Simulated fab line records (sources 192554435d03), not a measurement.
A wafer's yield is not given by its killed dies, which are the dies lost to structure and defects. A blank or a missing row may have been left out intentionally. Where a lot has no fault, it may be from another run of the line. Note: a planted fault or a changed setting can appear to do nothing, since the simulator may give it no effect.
Matching of chambers -- flow n5 finfet -- rie diel-05 running N5_BEOL_M11_STRIP_19: 4 sister chambers
The step strips in O2. 4 wafers are shown with their chamber, then 9 later ones without.

== WAFERS WITH THEIR CHAMBER ==
wafer,chamber,showerhead plenum p Torr (Torr)
L075.3,3,2.14
L082.3,0,2.15
L084.3,1,2.02
L084.6,2,2.10

== WAFERS WITHOUT THEIR CHAMBER ==
wafer,showerhead plenum p Torr (Torr)
L086.3,2.14
L086.5,2.14
L086.6,2.02
L089.1,2.02
L089.2,2.13
L089.6,2.02
L095.1,2.01
L095.3,2.14
L095.6,2.13

== EACH ONE'S CHAMBER ==
wafer,from the rows above,in truth
L086.3,can't be placed: 3 or 0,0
L086.5,can't be placed: 3 or 0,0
L086.6,1,1
L089.1,1,1
L089.2,can't be placed: 3 or 0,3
L089.6,1,1
L095.1,1,1
L095.3,can't be placed: 3 or 0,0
L095.6,can't be placed: 3 or 0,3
4 of 9 placed correctly. These rows do not allow placing 5 (true chamber among the candidates in 5). Placed wrongly: 0.
How it was worked out, from the rows above alone: a wafer's distance from a chamber is the root of the sum, over the readings, of the square of ((its reading less the chamber's mean) divided by the reading's scatter). The wafer belongs to the nearest chamber; if the next one is less than 2 further off, it can't be placed. Each chamber's mean is taken over the wafers shown for it. The scatter (one wafer shown for each chamber): square how far every hidden wafer sits from the nearest shown wafer, average those squares and take the square root.
